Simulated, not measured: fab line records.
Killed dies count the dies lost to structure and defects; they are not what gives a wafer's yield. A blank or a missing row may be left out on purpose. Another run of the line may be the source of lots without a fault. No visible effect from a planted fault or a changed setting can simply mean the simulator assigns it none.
fab line records -- flow n5-finfet
record lots=9, wafers=27, last-day=20
route steps=1938 shown PMOS_HMC_CHANNEL_EPI@67 FIN_SAQP@102 FIN_CUT@165 PASSIVATION@1936
lots with no fault: from the same line, run without faults
start-h: start of the lot's first displayed wafer, in hours after the record's first day -- wait-h: how many hours have passed since the lot's step before this one -- " repeats the value in the row above -- L1.1+2: one row covering several wafers at once -- - value missing, or start not given -- * or withheld: withheld -- < > ~ a bound
route shown NAME@n: names a module that has steps shown in the file, with the first one's number in the route -- usual: mean/standard deviation of fault-free wafers -- same: alike in all rows -- chamber/n: place in a boat -- sites: each site's reading -- _std_site: standard deviation of those values -- _edge_site: mean of outer sites minus mean of inner sites -- radius-mm: how far each site lies from the wafer's centre -- mask NAME#n: copy n -- behind: the last tool/chamber to shape the wafer -- hold: why the lot went on hold/how many hours it stayed there/how the hold came to an end -- device: transistor that didn't switch, given as n, p or np -- end of line: tests of these same wafers at the route's end -- for a step that has no rows: nothing shown but its recipe -- killed: at the first sort, the dies lost to defects and structure; wafer yield is something else -- map: a wafer's dies, x killed, . not, _ none there
set.NAME: the setting the step ran with; set.NAME@STEP: the setting that earlier step ran with -- model.NAME: the simulator's own value behind a step, which no gauge read
route steps across a sampled set of lots; one table per step, one row per wafer
services: the hour from which a tool's chamber was out of use, counted from the record's first day as start-h (under 0 if before that day), plus the number of hours and why
## steps
# step N5_PMOS_HMC_CHANNEL_EPI_INSPECT_11
# recipe mode=adi, inspect-instrument=macro
# usual raw-defect-count=2.0/1.4
lot.wafer,tool,chamber,start-h,wait-h,raw-defect-count
L342.2,defect-inspect-01,-,53.50,0.0,6
L342.3,defect-inspect-01,-,53.50,0.0,0
L342.6,defect-inspect-01,-,53.50,0.0,5
L344.1,defect-inspect-01,-,65.52,0.0,2
L344.5,defect-inspect-01,-,65.52,0.0,3
L344.6,defect-inspect-01,-,65.52,0.0,2
L351.3,defect-inspect-02,-,108.12,0.0,0
L351.4,defect-inspect-02,-,108.12,0.0,4
L351.6,defect-inspect-02,-,108.12,0.0,2
L352.1,defect-inspect-01,-,113.45,0.0,4
L352.5,defect-inspect-01,-,113.45,0.0,0
L352.6,defect-inspect-01,-,113.45,0.0,3
L353.2,defect-inspect-02,-,119.54,0.0,3
L353.3,defect-inspect-02,-,119.54,0.0,3
L353.4,defect-inspect-02,-,119.54,0.0,1
L355.2,defect-inspect-01,-,131.32,0.0,2
L355.3,defect-inspect-01,-,131.32,0.0,2
L355.4,defect-inspect-01,-,131.32,0.0,1
L356.2,defect-inspect-02,-,137.28,0.0,1
L356.4,defect-inspect-02,-,137.28,0.0,3
L356.5,defect-inspect-02,-,137.28,0.0,2
L358.2,defect-inspect-01,-,150.23,0.0,1
L358.4,defect-inspect-01,-,150.23,0.0,2
L358.6,defect-inspect-01,-,150.23,0.0,0
L359.1,defect-inspect-01,-,159.55,0.0,3
L359.2,defect-inspect-01,-,159.55,0.0,7
L359.5,defect-inspect-01,-,159.55,0.0,1
# step N5_FIN_SAQP_HM_DEP_72
# recipe material=SiO2, target-thk-a=120, temp-c=400, precursor=SiH4/N2O, pressure-torr=0.75, rf-w=275, time-s=7.2
# usual heater-power-w=742/52, showerhead-plenum-p-Torr=8.10/0.1
lot.wafer,tool,chamber,start-h,wait-h,heater-power-w,showerhead-plenum-p-Torr,since-wet-clean-h
L342.2,pecvd-04,1,57.60,0.0,781,8.13,1849
L342.3,pecvd-04,0,57.60,0.0,770,8.27,1124
L342.6,pecvd-04,1,57.60,0.0,802,8.16,-
L344.1,pecvd-01,0,69.76,0.0,677,8.09,774
L344.5,pecvd-01,1,69.76,0.0,812,8.05,-
L344.6,pecvd-01,0,69.76,0.0,674,8.07,-
L351.3,pecvd-01,0,112.33,0.1,682,8.08,-
L351.4,pecvd-01,1,112.33,0.1,779,8.08,-
L351.6,pecvd-01,1,112.33,0.1,773,8.07,-
L352.1,pecvd-03,1,118.08,0.0,780,8.01,1366
L352.5,pecvd-03,2,118.08,0.0,703,7.96,-
L352.6,pecvd-03,1,118.08,0.0,779,8.00,-
L353.2,pecvd-01,1,123.20,0.0,711,8.06,1552
L353.3,pecvd-01,2,123.20,0.0,701,8.28,73
L353.4,pecvd-01,1,123.20,0.0,703,8.06,-
L355.2,pecvd-01,0,135.21,0.0,728,8.09,839
L355.3,pecvd-01,2,135.21,0.0,685,8.29,85
L355.4,pecvd-01,1,135.21,0.0,778,8.06,-
L356.2,pecvd-01,0,142.12,0.0,698,8.07,846
L356.4,pecvd-01,2,142.12,0.0,694,8.28,-
L356.5,pecvd-01,1,142.12,0.0,854,8.05,-
L358.2,pecvd-03,2,154.16,0.0,765,7.98,2127
L358.4,pecvd-03,0,154.16,0.0,671,8.13,-
L358.6,pecvd-03,1,154.16,0.0,675,8.00,-
L359.1,pecvd-04,1,163.27,0.0,718,8.15,1955
L359.2,pecvd-04,0,163.27,0.0,721,8.29,1230
L359.5,pecvd-04,2,163.27,0.0,843,8.05,-
# step N5_FIN_SAQP_INSPECT_18
# recipe mode=adi, inspect-instrument=brightfield
# usual raw-defect-count=421/110
lot.wafer,tool,chamber,start-h,wait-h,raw-defect-count
L342.2,defect-inspect-01,-,58.11,0.0,642
L342.3,defect-inspect-01,-,58.11,0.0,382
L342.6,defect-inspect-01,-,58.11,0.0,441
L344.1,defect-inspect-01,-,70.15,0.0,333
L344.5,defect-inspect-01,-,70.15,0.0,449
L344.6,defect-inspect-01,-,70.15,0.0,570
L351.3,defect-inspect-02,-,112.84,0.0,548
L351.4,defect-inspect-02,-,112.84,0.0,541
L351.6,defect-inspect-02,-,112.84,0.0,579
L352.1,defect-inspect-01,-,118.63,0.0,394
L352.5,defect-inspect-01,-,118.63,0.0,333
L352.6,defect-inspect-01,-,118.63,0.0,455
L353.2,defect-inspect-01,-,123.72,0.0,835
L353.3,defect-inspect-01,-,123.72,0.0,883
L353.4,defect-inspect-01,-,123.72,0.0,926
L355.2,defect-inspect-02,-,135.60,0.0,871
L355.3,defect-inspect-02,-,135.60,0.0,827
L355.4,defect-inspect-02,-,135.60,0.0,1088
L356.2,defect-inspect-01,-,142.63,0.0,835
L356.4,defect-inspect-01,-,142.63,0.0,853
L356.5,defect-inspect-01,-,142.63,0.0,876
L358.2,defect-inspect-02,-,154.67,0.0,326
L358.4,defect-inspect-02,-,154.67,0.0,269
L358.6,defect-inspect-02,-,154.67,0.0,333
L359.1,defect-inspect-01,-,163.65,0.0,392
L359.2,defect-inspect-01,-,163.65,0.0,409
L359.5,defect-inspect-01,-,163.65,0.0,349
# step N5_FIN_SAQP_DESCUM_21
# recipe chemistry=O2, time-s=7.9, source-power-w=50, bias-power-w=20, pressure-mtorr=20, rf-frequency-hz=2.712e+07, temp-c=40, resist=CAR-ArF, o2-flow-sccm=225
# usual drypump-motor-current-A=5.6/0.51, oes-product-au=0.81/0.1, rf-vpp-V=243.1/1.7, showerhead-plenum-p-Torr=2.09/0.09, throttle-valve-pct=20.42/0.17
lot.wafer,tool,chamber,start-h,wait-h,drypump-motor-current-A,oes-product-au,rf-hours-counter-h,rf-vpp-V,showerhead-plenum-p-Torr,throttle-valve-pct
L342.2,rie-diel-04,2,58.14,0.0,6.1,0.85,53,244.1,2.13,20.19
L342.3,rie-diel-04,1,58.14,0.0,5.0,0.69,240,241.6,1.98,20.41
L342.6,rie-diel-04,1,58.14,0.0,5.0,0.69,-,240.3,1.98,20.41
L344.1,rie-diel-03,2,70.24,0.1,5.3,0.75,168,240.3,1.99,20.44
L344.5,rie-diel-03,3,70.24,0.1,4.9,0.74,-,244.1,2.18,20.66
L344.6,rie-diel-03,2,70.24,0.1,5.3,0.74,-,241.6,1.99,20.45
L351.3,rie-diel-03,0,112.88,0.0,5.5,0.69,230,242.1,2.06,20.35
L351.4,rie-diel-03,2,112.88,0.0,5.3,0.75,180,242.8,1.99,20.43
L351.6,rie-diel-03,3,112.88,0.0,4.8,0.73,-,243.8,2.17,20.71
L352.1,rie-diel-03,0,118.67,0.0,5.5,0.69,232,242.5,2.06,20.36
L352.5,rie-diel-03,2,118.67,0.0,5.3,0.74,-,241.5,1.99,20.43
L352.6,rie-diel-03,3,118.67,0.0,4.8,0.73,-,244.5,2.17,20.72
L353.2,rie-diel-01,3,123.75,0.0,6.3,0.94,13,242.4,2.06,20.45
L353.3,rie-diel-01,2,123.75,0.0,5.3,0.97,7,245.2,2.24,20.27
L353.4,rie-diel-01,1,123.75,0.0,5.1,0.91,20,246.1,2.23,20.34
L355.2,rie-diel-03,2,135.74,0.1,5.3,0.74,186,240.6,1.99,20.46
L355.3,rie-diel-03,3,135.74,0.1,4.8,0.72,192,243.4,2.17,20.74
L355.4,rie-diel-03,1,135.74,0.1,6.5,0.90,40,244.4,2.22,20.31
L356.2,rie-diel-01,1,142.67,0.0,5.1,0.90,23,246.1,2.23,20.32
L356.4,rie-diel-01,0,142.67,0.0,5.7,0.82,80,243.2,2.12,20.30
L356.5,rie-diel-01,3,142.67,0.0,6.3,0.92,-,241.8,2.06,20.46
L358.2,rie-diel-01,2,154.70,0.0,5.4,0.95,10,245.5,2.23,20.27
L358.4,rie-diel-01,3,154.70,0.0,6.3,0.92,21,242.5,2.06,20.46
L358.6,rie-diel-01,1,154.70,0.0,5.1,0.91,-,244.7,2.23,20.32
L359.1,rie-diel-01,2,163.69,0.0,5.4,0.93,13,244.6,2.23,20.29
L359.2,rie-diel-01,1,163.69,0.0,5.1,0.90,30,243.9,2.23,20.34
L359.5,rie-diel-01,3,163.69,0.0,6.3,0.91,-,241.5,2.06,20.46
# step N5_FIN_SAQP_ETCH_57
# recipe chemistry=CH3F/O2, target=SiNx, mask-material=SiO2, target-depth-a=325, time-s=46.4, pressure-mtorr=30, source-w=395, bias-w=73, Ar_flow_sccm=150, CH3F_flow_sccm=30, O2_flow_sccm=20, ion-energy-ev=120, ends=cleared
# usual O2_flow_sccm=20.00/0.053, drypump-motor-current-A=5.6/0.53, etch-rf-on-time-s=46.1/0.89, oes-product-au=0.69/0.087, rf-vpp-V=298/3.3, showerhead-plenum-p-Torr=2.01/0.084, throttle-valve-pct=16.31/0.23
lot.wafer,tool,chamber,start-h,wait-h,O2_flow_sccm,drypump-motor-current-A,etch-rf-on-time-s,oes-product-au,rf-hours-counter-h,rf-vpp-V,showerhead-plenum-p-Torr,throttle-valve-pct
L342.2,rie-diel-03,1,60.20,0.0,20.04,6.5,45.2,0.80,15,300,2.13,16.17
L342.3,rie-diel-03,0,60.20,0.0,20.00,5.5,46.2,0.59,213,297,1.97,16.32
L342.6,rie-diel-03,0,60.20,0.0,20.00,5.5,46.9,0.59,-,296,1.97,16.30
L344.1,rie-diel-01,1,72.62,0.1,19.97,5.1,45.3,0.83,3,303,2.14,16.17
L344.5,rie-diel-01,0,72.62,0.1,20.05,5.8,45.4,0.73,-,299,2.03,16.14
L344.6,rie-diel-01,1,72.62,0.1,19.93,5.1,45.7,0.83,-,303,2.14,16.18
L351.3,rie-diel-04,3,114.99,0.0,19.91,6.0,46.4,0.60,234,293,1.89,16.68
L351.4,rie-diel-04,1,114.99,0.0,20.15,5.1,45.9,0.83,0,299,2.13,15.88
L351.6,rie-diel-04,1,114.99,0.0,20.07,5.1,45.8,0.83,-,299,2.13,15.90
L352.1,rie-diel-03,1,120.84,0.1,19.97,6.5,45.8,0.76,35,302,2.13,16.21
L352.5,rie-diel-03,0,120.84,0.1,20.02,5.5,46.3,0.59,-,296,1.96,16.35
L352.6,rie-diel-03,3,120.84,0.1,19.95,4.9,46.9,0.63,-,299,2.07,16.61
L353.2,rie-diel-03,0,125.80,0.0,19.92,5.5,45.2,0.59,235,297,1.96,16.35
L353.3,rie-diel-03,1,125.80,0.0,19.99,6.5,45.1,0.76,36,301,2.12,16.21
L353.4,rie-diel-03,1,125.80,0.0,19.99,6.5,45.7,0.77,-,300,2.12,16.20
L355.2,rie-diel-04,1,139.84,0.1,19.98,5.1,46.2,0.79,8,298,2.12,15.91
L355.3,rie-diel-04,2,139.84,0.1,20.07,6.1,45.5,0.70,78,295,2.02,16.08
L355.4,rie-diel-04,2,139.84,0.1,20.02,6.1,47.3,0.69,-,294,2.02,16.09
L356.2,rie-diel-04,1,144.72,0.0,20.01,5.1,45.7,0.79,9,300,2.12,15.92
L356.4,rie-diel-04,2,144.72,0.0,20.05,6.1,45.9,0.70,-,295,2.02,16.09
L356.5,rie-diel-04,0,144.72,0.0,19.93,5.3,46.8,0.77,-,304,1.96,16.15
L358.2,rie-diel-04,1,158.80,0.2,20.02,5.0,45.9,0.78,13,299,2.12,15.91
L358.4,rie-diel-04,3,158.80,0.2,20.00,6.1,48.1,0.58,243,294,1.89,16.68
L358.6,rie-diel-04,1,158.80,0.2,19.95,5.0,46.8,0.77,-,300,2.12,15.91
L359.1,rie-diel-03,2,165.74,0.0,20.00,5.3,45.3,0.62,194,294,1.91,16.49
L359.2,rie-diel-03,3,165.74,0.0,20.12,4.8,45.5,0.62,205,298,2.07,16.65
L359.5,rie-diel-03,3,165.74,0.0,20.07,4.8,45.9,0.62,-,299,2.07,16.65
# step N5_FIN_SAQP_INSPECT_40
# recipe inspect-instrument=brightfield, mode=aei
# usual raw-defect-count=220/61
lot.wafer,tool,chamber,start-h,wait-h,raw-defect-count
L342.2,defect-inspect-01,-,63.04,0.0,241
L342.3,defect-inspect-01,-,63.04,0.0,240
L342.6,defect-inspect-01,-,63.04,0.0,301
L344.1,defect-inspect-02,-,74.77,0.0,207
L344.5,defect-inspect-02,-,74.77,0.0,236
L344.6,defect-inspect-02,-,74.77,0.0,374
L351.3,defect-inspect-02,-,117.08,0.0,191
L351.4,defect-inspect-02,-,117.08,0.0,279
L351.6,defect-inspect-02,-,117.08,0.0,258
L352.1,defect-inspect-01,-,122.94,0.0,165
L352.5,defect-inspect-01,-,122.94,0.0,225
L352.6,defect-inspect-01,-,122.94,0.0,208
L353.2,defect-inspect-01,-,127.96,0.0,659
L353.3,defect-inspect-01,-,127.96,0.0,735
L353.4,defect-inspect-01,-,127.96,0.0,696
L355.2,defect-inspect-02,-,142.02,0.0,682
L355.3,defect-inspect-02,-,142.02,0.0,626
L355.4,defect-inspect-02,-,142.02,0.0,609
L356.2,defect-inspect-02,-,147.08,0.0,616
L356.4,defect-inspect-02,-,147.08,0.0,584
L356.5,defect-inspect-02,-,147.08,0.0,669
L358.2,defect-inspect-02,-,161.20,0.0,198
L358.4,defect-inspect-02,-,161.20,0.0,157
L358.6,defect-inspect-02,-,161.20,0.0,320
L359.1,defect-inspect-01,-,167.82,0.0,326
L359.2,defect-inspect-01,-,167.82,0.0,233
L359.5,defect-inspect-01,-,167.82,0.0,268
# step N5_FIN_CUT_INSPECT_10
# recipe mode=adi, inspect-instrument=brightfield
# usual raw-defect-count=40/9.9
lot.wafer,tool,chamber,start-h,wait-h,raw-defect-count
L342.2,defect-inspect-01,-,63.43,0.0,44
L342.3,defect-inspect-01,-,63.43,0.0,48
L342.6,defect-inspect-01,-,63.43,0.0,44
L344.1,defect-inspect-01,-,75.29,0.1,46
L344.5,defect-inspect-01,-,75.29,0.1,50
L344.6,defect-inspect-01,-,75.29,0.1,45
L351.3,defect-inspect-02,-,117.47,0.0,29
L351.4,defect-inspect-02,-,117.47,0.0,51
L351.6,defect-inspect-02,-,117.47,0.0,41
L352.1,defect-inspect-02,-,123.33,0.1,29
L352.5,defect-inspect-02,-,123.33,0.1,46
L352.6,defect-inspect-02,-,123.33,0.1,33
L353.2,defect-inspect-01,-,128.35,0.0,491
L353.3,defect-inspect-01,-,128.35,0.0,494
L353.4,defect-inspect-01,-,128.35,0.0,503
L355.2,defect-inspect-02,-,142.41,0.0,490
L355.3,defect-inspect-02,-,142.41,0.0,495
L355.4,defect-inspect-02,-,142.41,0.0,464
L356.2,defect-inspect-01,-,147.59,0.0,471
L356.4,defect-inspect-01,-,147.59,0.0,469
L356.5,defect-inspect-01,-,147.59,0.0,454
L358.2,defect-inspect-02,-,161.59,0.0,40
L358.4,defect-inspect-02,-,161.59,0.0,30
L358.6,defect-inspect-02,-,161.59,0.0,53
L359.1,defect-inspect-01,-,168.34,0.1,59
L359.2,defect-inspect-01,-,168.34,0.1,40
L359.5,defect-inspect-01,-,168.34,0.1,40
# step N5_FIN_CUT_INSPECT_17
# recipe inspect-instrument=brightfield, mode=aei
# usual raw-defect-count=223/61
lot.wafer,tool,chamber,start-h,wait-h,raw-defect-count
L342.2,defect-inspect-01,-,65.02,0.0,240
L342.3,defect-inspect-01,-,65.02,0.0,217
L342.6,defect-inspect-01,-,65.02,0.0,305
L344.1,defect-inspect-02,-,76.23,0.0,227
L344.5,defect-inspect-02,-,76.23,0.0,234
L344.6,defect-inspect-02,-,76.23,0.0,390
L351.3,defect-inspect-01,-,118.43,0.0,190
L351.4,defect-inspect-01,-,118.43,0.0,254
L351.6,defect-inspect-01,-,118.43,0.0,242
L352.1,defect-inspect-01,-,124.28,0.0,164
L352.5,defect-inspect-01,-,124.28,0.0,237
L352.6,defect-inspect-01,-,124.28,0.0,213
L353.2,defect-inspect-01,-,129.54,0.0,657
L353.3,defect-inspect-01,-,129.54,0.0,752
L353.4,defect-inspect-01,-,129.54,0.0,723
L355.2,defect-inspect-01,-,143.41,0.0,664
L355.3,defect-inspect-01,-,143.41,0.0,624
L355.4,defect-inspect-01,-,143.41,0.0,616
L356.2,defect-inspect-02,-,148.54,0.0,609
L356.4,defect-inspect-02,-,148.54,0.0,602
L356.5,defect-inspect-02,-,148.54,0.0,671
L358.2,defect-inspect-02,-,162.54,0.0,202
L358.4,defect-inspect-02,-,162.54,0.0,177
L358.6,defect-inspect-02,-,162.54,0.0,339
L359.1,defect-inspect-02,-,169.28,0.0,324
L359.2,defect-inspect-02,-,169.28,0.0,211
L359.5,defect-inspect-02,-,169.28,0.0,271
# step N5_PASSIVATION_PROBE_49
# usual killed_at_M0_to_M3=36/11, killed_at_M4_up=14/5.6, killed-at-contacts=11/5.6, killed-at-front-end=40/12, killed-at-other=4/3.2, killed-dies=105/17, killed-open=69/12, killed-short=34/8.4
# same gross-dies=1180, killed-at-back-side=0
lot.wafer,tool,chamber,start-h,wait-h,killed_at_M0_to_M3,killed_at_M4_up,killed-at-contacts,killed-at-front-end,killed-at-other,killed-dies,killed-open,killed-short
L355.2,prober-02,-,413.16,0.1,34,5,13,164,4,220,67,26
L355.3,prober-02,-,413.21,0.1,25,12,16,144,10,207,57,30
L355.4,prober-02,-,413.26,0.2,29,7,6,143,4,189,42,27
L353.2,prober-01,-,414.50,0.1,17,11,10,169,2,209,61,21
L353.3,prober-01,-,414.55,0.1,56,13,9,146,2,226,73,35
L353.4,prober-01,-,414.60,0.2,39,8,10,149,2,208,63,34
L356.2,prober-01,-,426.52,0.1,26,25,4,168,0,223,67,38
L356.4,prober-01,-,426.62,0.2,25,20,7,162,0,214,65,34
L356.5,prober-01,-,426.67,0.2,35,6,11,183,0,235,75,42
# killed by level:class
L355.2 FIN_SAQP:unspecified=120 STI_FIN_REVEAL:geometric-particle:open=11 MOL_CONTACT_COAG:geometric-particle:open=11 BEOL_M1:geometric-particle:open=9 BEOL_M0_SAQP:geometric-particle:short=8 BEOL_M0_SAQP:geometric-particle:open=7 DUMMY_GATE:geometric-particle:open=6 GATE_CUT:geometric-particle:open=4
L355.3 FIN_SAQP:unspecified=117 MOL_CONTACT_COAG:geometric-particle:open=11 FIN_SAQP:geometric-particle:open=7 BEOL_M0_SAQP:geometric-particle:open=6 BEOL_M2:geometric-particle:open=5 BEOL_M4:geometric-particle:open=5 GATE_CUT:geometric-particle:short=4 MOL_CONTACT_COAG:geometric-particle:short=4
L355.4 FIN_SAQP:unspecified=119 BEOL_M1:geometric-particle:open=8 BEOL_M0_SAQP:geometric-particle:short=6 FIN_SAQP:geometric-particle:open=5 BEOL_M0_SAQP:geometric-particle:open=4 STI_FIN_REVEAL:geometric-particle:open=3 MOL_CONTACT_COAG:geometric-particle:short=3 MOL_CONTACT_COAG:geometric-particle:open=3
L353.2 FIN_SAQP:unspecified=120 STI_FIN_REVEAL:geometric-particle:open=15 MOL_CONTACT_COAG:geometric-particle:open=8 FIN_SAQP:geometric-particle:open=5 STARTING-WAFER:geometric-particle:open=5 DUMMY_GATE:geometric-particle:open=5 BEOL_M2:geometric-particle:open=5 BEOL_M4:geometric-particle:open=5
L353.3 FIN_SAQP:unspecified=115 BEOL_M0_SAQP:geometric-particle:open=15 BEOL_M0_SAQP:geometric-particle:short=13 BEOL_M2:geometric-particle:open=12 FIN_SAQP:geometric-particle:open=8 MOL_CONTACT_COAG:geometric-particle:open=8 STARTING-WAFER:geometric-particle:short=7 BEOL_M1:geometric-particle:open=6
L353.4 FIN_SAQP:unspecified=111 BEOL_M0_SAQP:geometric-particle:short=14 DUMMY_GATE:geometric-particle:open=10 FIN_SAQP:geometric-particle:open=9 BEOL_M0_SAQP:geometric-particle:open=8 STI_FIN_REVEAL:geometric-particle:open=7 MOL_CONTACT_COAG:geometric-particle:open=6 BEOL_M1:geometric-particle:open=6
L356.2 FIN_SAQP:unspecified=117 STI_FIN_REVEAL:geometric-particle:open=14 FIN_SAQP:geometric-particle:short=13 BEOL_M4:geometric-particle:open=9 BEOL_M2:geometric-particle:open=8 BEOL_M1:geometric-particle:open=7 FIN_SAQP:geometric-particle:open=4 GATE_CUT:geometric-particle:short=4
L356.4 FIN_SAQP:unspecified=115 FIN_SAQP:geometric-particle:open=10 FIN_SAQP:geometric-particle:short=9 BEOL_M1:geometric-particle:open=9 BEOL_M3:geometric-particle:open=8 GATE_CUT:geometric-particle:short=7 BEOL_M4:geometric-particle:open=6 DUMMY_GATE:geometric-particle:short=5
L356.5 FIN_SAQP:unspecified=116 FIN_SAQP:geometric-particle:open=25 FIN_SAQP:geometric-particle:short=13 BEOL_M2:geometric-particle:open=12 MOL_CONTACT_COAG:geometric-particle:open=6 BEOL_M1:geometric-particle:open=6 GATE_CUT:geometric-particle:short=5 MOL_CONTACT_COAG:geometric-particle:short=5
## services
tool,chamber,start-h,hours,kind
pecvd-01,1,35.88,2.1,scheduled-down
rie-diel-04,0,38.70,-,clean
rie-diel-04,0,38.70,-,consumable-replace:focus-ring
rie-diel-04,0,38.70,22.9,scheduled-down
rie-diel-04,0,38.70,22.9,vent-cycle
rie-diel-01,1,42.66,-,clean
rie-diel-01,1,42.66,-,consumable-replace:focus-ring
rie-diel-01,1,42.66,-,consumable-replace:showerhead
rie-diel-01,1,42.66,22.2,scheduled-down
rie-diel-01,1,42.66,22.2,vent-cycle
pecvd-04,1,48.46,5.0,repair
pecvd-03,-,57.65,0.5,repair
rie-diel-01,3,67.95,-,clean
pecvd-01,2,87.25,2.8,repair
rie-diel-04,3,103.26,4.3,repair
pecvd-01,2,110.55,7.9,repair
pecvd-03,0,112.17,8.8,repair
rie-diel-01,-,129.43,10.9,repair
rie-diel-04,3,138.33,9.4,repair
rie-diel-01,2,143.52,8.2,repair
rie-diel-03,0,165.44,-,clean
rie-diel-03,0,165.44,-,consumable-replace:focus-ring
rie-diel-03,0,165.44,20.8,scheduled-down
rie-diel-03,0,165.44,20.8,vent-cycle
## key
first-sign step=N5_FIN_SAQP_INSPECT_18, reading=raw-defect-count, direction=up, sigmas=4.2, usual=421, struck=888
effect step=N5_FIN_SAQP_INSPECT_40, reading=raw-defect-count, direction=up, sigmas=7.1, usual=220, struck=653
effect step=N5_FIN_CUT_INSPECT_10, reading=raw-defect-count, direction=up, sigmas=44, usual=40, struck=481
effect step=N5_FIN_CUT_INSPECT_17, reading=raw-defect-count, direction=up, sigmas=7.1, usual=223, struck=658
effect step=N5_PASSIVATION_PROBE_49, reading=killed-at-front-end, direction=up, sigmas=9.9, usual=40, struck=159
more-kills-born-at N5_FIN_SAQP_HM_DEP_72@pecvd-01=1046
met-at N5_FIN_SAQP_HM_DEP_72
struck-lots L353,L355,L356
tester-left-out L353,L355,L356
not-acting-at N5_PMOS_HMC_CHANNEL_EPI_INSPECT_11,N5_FIN_SAQP_DESCUM_21,N5_FIN_SAQP_ETCH_57
onset-between 112.33 123.20
fault kind=chamber-particle-source, tool=pecvd-01, chamber=-, onset-h=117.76, steps=N5_FIN_SAQP_HM_DEP_72, rate-per-visit-cm2=0.71954, end-h=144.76
# tester-left-out: of these lots the tester's yield and bins aren't shown, on N5 and GAA mostly nor the transistor test; their killed dies are dies lost to structure and defects alone, not to doping, threshold or leakage, so they don't give the yield
